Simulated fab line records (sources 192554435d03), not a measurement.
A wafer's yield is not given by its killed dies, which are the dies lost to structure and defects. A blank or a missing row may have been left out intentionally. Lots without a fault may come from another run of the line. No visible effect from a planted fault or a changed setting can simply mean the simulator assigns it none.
Struck lot and sound lot, side by side / flow n5_finfet / 18 steps out of a route of 1938
Sound: these wafers, L372.1, L372.2, L372.3. The struck wafers were L378.1, L378.2, L378.5. At the end, the cause is stated.
Each step with rows lists, per side, the tool, then ch with its chambers, then its first start. Under that, the readings that differ: sound wafers / struck wafers / difference of the means / sigmas: that difference in standard deviations of wafers without a fault.
alike: words and numbers the same on both sides, and readings whose means are apart by under 2 such deviations; not compared: readings that were withheld, readings missing a value for some wafer, numbers with overlapping values and no deviation given by the record, and bounds like >300 which may hide the same value.
A row with sigmas, a row that says differs or no value, or rows on one side alone: a step with any of these is where the two part. Non-overlapping numbers with no deviation appear without sigmas and do not part them. A reading that every wafer of one side lacks parts them only if that side has two wafers or more.

N5_BEOL_M0_CUTY_OVL_MEAS_58:
  sound on overlay-02 ch 0, day 8 20:23; struck on overlay-02 ch 0, day 9 22:07
  alike: M0_ABLK_OVL
N5_BEOL_M0_CUTY_INSPECT_59: inspects for defects (macro).
  sound on defect_inspect-02, day 8 20:24; struck on defect_inspect-01, day 9 22:08
  alike: raw_defect_count
then, 2 steps without rows for these wafers: N5_BEOL_M0_CUTY_DESCUM_61 (chemistry O2, time 7.9 s); N5_BEOL_M0_CUTY_ETCH_62 (etches SiARC in CF4, time 58.5 s).
N5_BEOL_M0_CUTY_ETCH_63: etches SOC in N2/H2, target depth 82.7 nm, overetch 16.5 nm, time 124 s.
  sound on rie_diel-04 ch 0,2,3, day 8 20:35; struck on rie_diel-04 ch 0,2, day 9 22:15
  alike: drypump_motor_current_A, h2_flow_sccm, oes_product_au, rf_fwd_power_W, rf_vpp_V, showerhead_plenum_p_Torr, throttle_valve_pct
  not compared: rf_hours_counter_h
then, 3 steps without rows for these wafers: N5_BEOL_M0_CUTY_STRIP_64 (strips in N2/H2); N5_BEOL_M0_ETCH_138 (etches SiCN in CH3F/O2, target depth 12 nm, time 31.6 s); N5_BEOL_M0_HM_OPEN_105 (chemistry Cl2/BCl3, target TiN, target depth 12 nm).
N5_BEOL_M0_STRIP_140: strips in CF4.
  sound on rie_diel-04 ch 0,2,3, day 8 23:00; struck on rie_diel-02 ch 0,1,3, day 9 22:58
  alike: bias_power_w, drypump_motor_current_A, oes_product_au, rf_vpp_V, showerhead_plenum_p_Torr, throttle_valve_pct
  not compared: rf_hours_counter_h
N5_BEOL_M0_STRIP_104: strips in N2/H2.
  sound on rie_diel-04 ch 0,2,3, day 8 23:01; struck on rie_diel-02 ch 0,1,3, day 9 22:59
  alike: bias_power_w, drypump_motor_current_A, h2_flow_sccm, oes_product_au, rf_vpp_V, showerhead_plenum_p_Torr, throttle_valve_pct
  not compared: rf_hours_counter_h
then, 1 step without rows for these wafers: N5_BEOL_M0_WET_ETCH_106 (etches SiO2 in DHF, target depth 130 nm, rinse time 30 s).
N5_BEOL_M0_ETCH_128: etches SiCN in CF4/N2, target depth 12 nm, overetch 5.1 nm, time 21.4 s.
  sound on rie_diel-02 ch 0,1,3, day 8 23:37; struck on rie_diel-02 ch 0,1, day 9 23:12
  alike: drypump_motor_current_A, oes_product_au, rf_fwd_power_W, rf_vpp_V, showerhead_plenum_p_Torr, throttle_valve_pct
  not compared: rf_hours_counter_h
N5_BEOL_M0_TRENCH_ETCH_107: etches SiOC in C4F6/O2, target depth 32.8 nm, time 16.4 s.
  sound on rie_diel-02 ch 0,1,3, day 8 23:39; struck on rie_diel-02 ch 0,1, day 9 23:14
reading=rf_fwd_power_W (W); sound=348.3 348.0 352.3; struck=436.1 435.1 435.3; difference=+86.0; sigmas=+51
reading=rf_vpp_V (V); sound=683 645 631; struck=612 565 566; difference=-72; sigmas=-4
reading=model.BEOL_M0.feature_depth_nm (nm); sound=32 31 31.8; struck=34.8 35 34.8; difference=+3.3; sigmas=
  alike: O2_flow_sccm, drypump_motor_current_A, oes_product_au, showerhead_plenum_p_Torr, throttle_valve_pct
  not compared: rf_hours_counter_h
N5_BEOL_M0_STRIP_142: strips in N2/H2, time 10 s.
  sound on rie_diel-02 ch 0,1,3, day 8 23:40; struck on rie_diel-02 ch 0,1, day 9 23:16
  alike: bias_power_w, drypump_motor_current_A, h2_flow_sccm, oes_product_au, rf_vpp_V, showerhead_plenum_p_Torr, throttle_valve_pct
  not compared: rf_hours_counter_h
N5_BEOL_M0_OCD_MEAS_108:
  sound on ocd-02, day 8 23:45; struck on ocd-02, day 9 23:20
reading=trench_depth_nm (nm); sound=32.2 31.3 32.3; struck=35.2 34.7 34.6; difference=+2.9; sigmas=+4
then, 1 step without rows for these wafers: N5_BEOL_M0_HM_STRIP_129 (strips TiN in peroxide tin strip, target depth 17 nm, time 108 s).
-- record jumps: 2 days separate the struck wafers' starts on either side; left off in module BEOL_M0, taken up again in module BEOL_M4, whose first shown step is the route's number 1111 --
N5_BEOL_M4_RC_MEAS_101:
  sound on prober-01 ch 0, day 10 15:12; struck on prober-02 ch 0, day 12 07:00
reading=DIBL_N (mV/V); sound=33.4 34.2 36.3; struck=37.6 39.6 40.1; difference=+4.5; sigmas=+2
reading=IOFF_P (nA/um); sound=0.15 0.18 0.20; struck=0.24 0.28 0.28; difference=+0.09; sigmas=+2
reading=ION_P (uA/um); sound=450 461 450; struck=485 473 473; difference=+23; sigmas=+3
reading=VT_P (mV); sound=-255 -253 -252; struck=-247 -245 -245; difference=+8; sigmas=+2
  alike: DIBL_P, IOFF_N, ION_N, SS_N, SS_P, VT_N
-- record jumps: 4 days separate the struck wafers' starts on either side; left off in module BEOL_M4, taken up again in module PASSIVATION, whose first shown step is the route's number 1936 --
N5_PASSIVATION_PROBE_49:
  sound on prober-02, day 15 22:28; struck on prober-01, day 16 09:22
  alike: defect_limited_yield, killed_at_M0_to_M3, killed_at_M4_up, killed_at_contacts, killed_at_front_end, killed_at_other, killed_dies, killed_open, killed_short, sort_bin_5_function, sort_bin_6_memory, sort_bin_8_speed, sort_n_pass, sort_yield_pct

WHERE THEY PART
Last at N5_BEOL_M4_RC_MEAS_101 as far as this record goes, first at N5_BEOL_M0_TRENCH_ETCH_107. Later steps at which nothing parts them and some readings are alike: N5_PASSIVATION_PROBE_49.

WHY: what had been put in by the simulator
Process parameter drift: rie_diel-02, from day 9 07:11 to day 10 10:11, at N5_BEOL_M0_TRENCH_ETCH_107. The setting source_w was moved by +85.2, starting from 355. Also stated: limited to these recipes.
